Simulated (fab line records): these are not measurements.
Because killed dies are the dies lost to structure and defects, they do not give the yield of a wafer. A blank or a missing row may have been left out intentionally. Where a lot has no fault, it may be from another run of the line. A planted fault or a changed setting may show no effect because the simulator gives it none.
Chamber matching	flow n5 finfet	N5_BEOL_M9_VIA_ETCH_34 on rie diel-01: 4 sister chambers
The step etches SiCOH lowk in C4F6/O2, target depth 182.4 nm, time 68.4 s. 8 wafers are shown with their chamber, then 10 later ones without.

== WAFERS PAIRED WITH THEIR CHAMBERS ==
wafer	chamber	drypump motor current A (A)	rf vpp V (V)
L078.6	2	5.7	704
L082.4	1	6.6	619
L087.5	3	6.6	718
L089.1	1	6.6	630
L089.5	0	5.5	668
L089.6	3	6.6	719
L093.1	0	5.6	666
L093.4	2	5.7	703

== WAFERS MISSING THEIR CHAMBER ==
wafer	drypump motor current A (A)	rf vpp V (V)
L093.6	6.6	718
L092.1	6.6	717
L092.3	5.6	667
L092.4	5.7	700
L095.3	5.7	704
L095.5	5.7	701
L095.6	6.6	717
L097.1	5.7	701
L097.5	5.7	703
L097.6	6.6	717

== THE CHAMBER EACH PASSED THROUGH ==
wafer	from the rows above	in truth
L093.6	3	3
L092.1	3	3
L092.3	0	0
L092.4	2	2
L095.3	2	2
L095.5	2	2
L095.6	3	3
L097.1	2	2
L097.5	2	2
L097.6	3	3
10 of 10 placed correctly. From these rows, 0 cannot be placed. Placed wrongly: 0.
How it was worked out, from the rows above alone: a wafer's distance from a chamber is the root of the sum, over the readings, of the square of ((its reading less the chamber's mean) divided by the reading's scatter). If the next closest chamber is less than 2 further off than the closest, the wafer can't be placed; otherwise it belongs to the closest. The mean given for a chamber averages the wafers shown for that chamber. The scatter: take each reading less its chamber's mean, square it, sum over the shown wafers, divide by the number of wafers less the number of chambers, and take the root.
